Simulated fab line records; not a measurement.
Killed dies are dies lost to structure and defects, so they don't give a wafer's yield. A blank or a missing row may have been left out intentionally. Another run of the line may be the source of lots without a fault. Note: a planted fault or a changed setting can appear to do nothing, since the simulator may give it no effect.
fab line records | flow n5Finfet
[record] lots = 10 wafers = 29 lastDay = 19
route steps=1938 shown BEOL_M13@1708 MIM_BOT_LITHO@1863 PASSIVATION@1931
lots that met no fault: taken from a fault-free run of the same line
startH: start of the lot's first displayed wafer, in hours after the record's first day | waitH: hours from the lot's prior step to this one | " repeats the value in the row above | L1.1+2: a single row standing in for several wafers | - either no value or no given start | * or withheld: withheld | < > ~ a bound
route shown NAME@n: NAME is a module with steps in the file, n the number in the route of the first one | usual: average and standard deviation across the fault-free wafers | same: alike in all rows | chamber/n: place in a boat | sites: readings site by site | _std_site: standard deviation of those values | _edge_site: the outer-site mean with the inner-site mean subtracted | radiusMm: for every site, how far away it sits from the centre of the wafer | mask NAME#n: copy n | behind: tool/chamber where the wafer was last shaped | hold: the reason the lot was held/the length of the hold in hours/how it ended | device: the transistor (n, p or np) that didn't switch | end of line: the route-end tests of the same wafers | where a step has no rows: the recipe by itself | killed: the dies lost at the first sort to structure and to defects; this is not the yield of the wafer | map: the dies of a wafer, with x for killed, . for not killed, _ for no die there
set.NAME: the setting the step ran with; set.NAME@STEP: the setting that earlier step ran with | model.NAME: the simulator's own value behind a step, which no gauge read
one table for each step of the route and one row for each wafer, over a sample of lots
services: from which hour (startH, from the record's first day; less than 0 if before it) a tool's chamber was out of use, for how many hours, and why
[[steps]]
[step N5_BEOL_M13_ECD_47]
[recipe] material = Cu targetThkA = 9360
// columns lot.wafer tool chamber startH waitH
L264.3+5+6 ecdCu-01 1,1,0 277.59 0.2
L265.2+3+5 ecdCu-02 1,0,0 287.21 0.1
L266.1+2+6 ecdCu-02 0,1,0 288.07 0.1
L267.2+6 ecdCu-01 0,1 291.77 0.1
L268.1+3+4 ecdCu-02 1,1,0 304.63 0.1
L269.1+3+6 ecdCu-02 1,1,0 310.43 0.1
L278.3+5+6 ecdCu-02 0,0,1 366.33 0.1
L285.1+4+6 ecdCu-01 1,0,1 403.38 0.1
L287.1+3+6 ecdCu-01 1 423.26 0.1
L286.1+3+4 ecdCu-02 1,1,0 424.61 0.1
[step N5_MIM_BOT_LITHO_OVL_MEAS_11]
[recipe] pointsPerWafer = 44
[usual] MIM_BOT_OVL = 4/5.2
// columns lot.wafer tool chamber startH waitH MIM_BOT_OVL[nm]
L264.3 overlay-01 0 295.18 0.0 2
L264.5 " 0 " " 1
L264.6 " 0 " " -5
L265.2 overlay-01 0 302.87 0.0 1
L265.3 " 0 " " 2
L265.5 " 0 " " 4
L266.1 overlay-02 0 306.64 0.0 0
L266.2 " 0 " " 3
L266.6 " 0 " " 0
L267.2 overlay-01 0 311.07 0.0 5
L267.6 " 0 " " 17
L268.1 overlay-02 0 321.82 0.0 12
L268.3 " 0 " " 6
L268.4 " 0 " " 8
L269.1 overlay-01 0 327.26 0.0 6
L269.3 " 0 " " 3
L269.6 " 0 " " 13
L278.3 overlay-01 0 386.47 0.0 5
L278.5 " 0 " " 9
L278.6 " 0 " " 1
L285.1 overlay-01 0 423.59 0.0 1
L285.4 " 0 " " 4
L285.6 " 0 " " 7
L287.1 overlay-02 0 438.46 0.0 -6
L287.3 " 0 " " 4
L287.6 " 0 " " -1
L286.1 overlay-01 0 449.16 0.0 17
L286.3 " 0 " " 6
L286.4 " 0 " " 15
[step N5_PASSIVATION_STRIP_48]
[recipe] chemistry = O2 powerW = 600 tempC = 60 pressureMtorr = 30 rfFrequencyHz = 6e+07 biasPowerW = 0 overashFraction = 0.5 o2FlowSccm = 225
[usual] drypumpMotorCurrentA = 5.7/0.43 oesProductAu = 0.80/0.09 rfVppV = 3.7/2.5 showerheadPlenumPTorr = 2.09/0.039 throttleValvePct = 16.67/0.23
// columns lot.wafer tool chamber startH waitH drypumpMotorCurrentA oesProductAu rfHoursCounterH rfVppV showerheadPlenumPTorr throttleValvePct
L264.3 rieDiel-05 3 303.55 0.1 5.3 0.80 73 3.2 2.11 16.55
L264.5 " 1 " " 5.4 0.69 - 4.7 2.07 16.89
L264.6 " 2 " " 5.5 0.97 - 4.1 2.07 16.31
L265.2 rieDiel-02 3 309.73 0.1 6.4 0.85 69 7.2 2.21 16.63
L265.3 " 0 " " 5.2 0.89 19 2.7 2.14 16.57
L265.5 " 0 " " 5.2 0.87 - 10.9 2.15 16.60
L266.1 rieDiel-06 3 314.89 0.1 5.8 0.70 223 3.9 2.08 16.97
L266.2 " 0 " " 5.8 0.85 80 5.7 2.11 16.69
L266.6 " 2 " " 6.3 0.70 - 5.3 2.05 16.81
L267.2 rieDiel-05 1 318.10 0.1 5.4 0.72 222 4.3 2.06 16.91
L267.6 " 1 " " 5.4 0.71 - 6.3 2.06 17.06
L268.1 rieDiel-05 2 328.53 0.1 5.5 0.94 11 12.9 2.07 16.34
L268.3 " 1 " " 5.4 0.67 226 3.7 2.06 16.93
L268.4 " 0 " " 6.2 0.68 226 0 2.09 17.09
L269.1 rieDiel-06 3 334.02 0.1 5.8 0.70 229 1.8 2.08 16.95
L269.3 " 1 " " 5.7 0.80 89 5.1 2.09 16.40
L269.6 " 3 " " 5.8 0.70 - 3.5 2.08 16.99
L278.3 rieDiel-06 2 395.39 0.1 6.3 0.97 10 0 2.05 16.39
L278.5 " 0 " " 5.8 0.81 - 5.8 2.10 16.68
L278.6 " 2 " " 6.3 1.00 - 4.0 2.05 16.44
L285.1 rieDiel-02 3 431.21 0.1 6.3 0.80 116 0.3 2.19 16.63
L285.4 " 2 " " 5.8 0.74 141 0.6 2.10 16.79
L285.6 " 1 " " 5.0 0.87 - 9.5 2.05 16.51
L287.1 rieDiel-02 3 445.26 0.1 6.4 0.78 122 7.4 2.19 16.72
L287.3 " 2 " " 5.8 0.78 147 3.0 2.10 16.81
L287.6 " 2 " " 5.8 0.79 - 3.2 2.10 16.75
L286.1 rieDiel-05 1 455.58 0.1 5.4 0.93 9 4.0 2.05 16.52
L286.3 " 2 " " 5.5 0.82 60 0.3 2.05 16.45
L286.4 " 3 " " 5.3 0.77 132 1.4 2.09 16.58
[step N5_PASSIVATION_PROBE_49]
[usual] defectLimitedYield = 91.6/1.4 killed_at_M0_to_M3 = 33/10 killed_at_M4_up = 13/5.3 killedAtContacts = 13/5.9 killedAtFrontEnd = 36/12 killedAtOther = 4/3.1 killedDies = 99/16 killedOnRim = 13/4.2 killedOpen = 65/13 killedShort = 32/7.3 sort_bin_5_function = 4.9/0.9 sort_bin_6_memory = 3.1/0.66 sort_bin_8_speed = 0.0/0.42 sortNPass = 1081/17 sortYieldPct = 91.6/1.4
[same] grossDies = 1180 killedAtBackSide = 0 sort_bin_4_leakage[%] = 0
// columns lot.wafer tool chamber startH waitH defectLimitedYield[%] killed_at_M0_to_M3 killed_at_M4_up killedAtContacts killedAtFrontEnd killedAtOther killedDies killedOnRim killedOpen killedShort sort_bin_5_function[%] sort_bin_6_memory[%] sort_bin_8_speed[%] sortNPass sortYieldPct[%]
L278.3 prober-01 - 398.02 0.1 71.4 11 273 16 36 2 338 46 43 29 17.6 9.5 0 842 71.4
L278.5 prober-01 - 398.12 0.2 70.6 19 279 14 32 3 347 45 54 23 16.8 10.8 0 833 70.6
L278.6 prober-01 - 398.17 0.3 91.6 22 12 21 40 4 99 13 52 45 4.5 3.4 0 1081 91.6
// killed by level:class
L278.3 BEOL_M13:unspecified=265 FIN_SAQP:geometricParticle:short=14 MOL_CONTACT_COAG:geometricParticle:open=14 FIN_SAQP:geometricParticle:open=5 DUMMY_GATE:geometricParticle:open=4 STI_FIN_REVEAL:geometricParticle:open=3 BEOL_M2:geometricParticle:open=3 STARTING-WAFER:geometricParticle:open=3
L278.5 BEOL_M13:unspecified=268 MOL_CONTACT_COAG:geometricParticle:open=12 STI_FIN_REVEAL:geometricParticle:open=7 DUMMY_GATE:geometricParticle:open=6 GATE_CUT:geometricParticle:short=5 BEOL_M0:geometricParticle:open=5 BEOL_M3:geometricParticle:open=4 BEOL_M4:geometricParticle:open=4
L278.6 FIN_SAQP:geometricParticle:short=19 MOL_CONTACT_COAG:geometricParticle:open=15 BEOL_M0_SAQP:geometricParticle:short=10 FIN_SAQP:geometricParticle:open=9 MOL_CONTACT_COAG:geometricParticle:short=6 BEOL_M5:geometricParticle:open=6 BEOL_M0_SAQP:geometricParticle:open=5 PASS1_CAP:geometricParticle:short=4
[[services]]
// columns tool chamber startH hours kind
rieDiel-02 1 269.00 - clean
rieDiel-02 1 269.00 - consumableReplace:focusRing
rieDiel-02 1 269.00 33.2 scheduledDown
rieDiel-02 2 274.60 2.7 repair
ecdCu-02 - 275.36 2.4 repair
rieDiel-05 2 276.14 - clean
rieDiel-05 2 276.14 - consumableReplace:focusRing
rieDiel-05 2 276.14 16.3 scheduledDown
rieDiel-05 2 276.14 16.3 ventCycle
ecdCu-02 - 292.19 3.8 repair
rieDiel-06 2 318.16 10.9 repair
rieDiel-02 0 359.18 8.3 repair
rieDiel-06 - 369.08 2.8 pm
rieDiel-02 0 396.89 2.6 repair
rieDiel-05 0 399.21 - clean
rieDiel-05 0 399.21 - consumableReplace:focusRing
rieDiel-05 0 399.21 20.1 scheduledDown
rieDiel-05 0 399.21 20.1 ventCycle
ecdCu-01 - 403.67 2.8 repair
rieDiel-05 1 419.35 - clean
rieDiel-05 1 419.35 - consumableReplace:focusRing
rieDiel-06 1 428.94 21.8 repair
ecdCu-01 - 437.26 10.8 pm
rieDiel-05 3 446.63 2.1 repair
[[key]]
[firstSign] step = N5_PASSIVATION_PROBE_49 reading = killed_at_M4_up direction = up sigmas = 50 usual = 13 struck = 276
[effect] step = N5_PASSIVATION_PROBE_49 reading = defectLimitedYield direction = down sigmas = 15 usual = 91.6 struck = 71.0
[moreKillsBornAt] N5_BEOL_M13_ECD_47@ecdCu-02 = 533
metAt N5_BEOL_M13_ECD_47
struckLots L278
struckWafers L278.3,L278.5
notActingAt N5_MIM_BOT_LITHO_OVL_MEAS_11,N5_PASSIVATION_STRIP_48
onsetBetween 310.43 366.33
[fault] kind = chamberParticleSource tool = ecdCu-02 chamber = 0 onsetH = 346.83 steps = N5_BEOL_M13_ECD_47 ratePerVisitCm2 = 0.5254 endH = 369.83
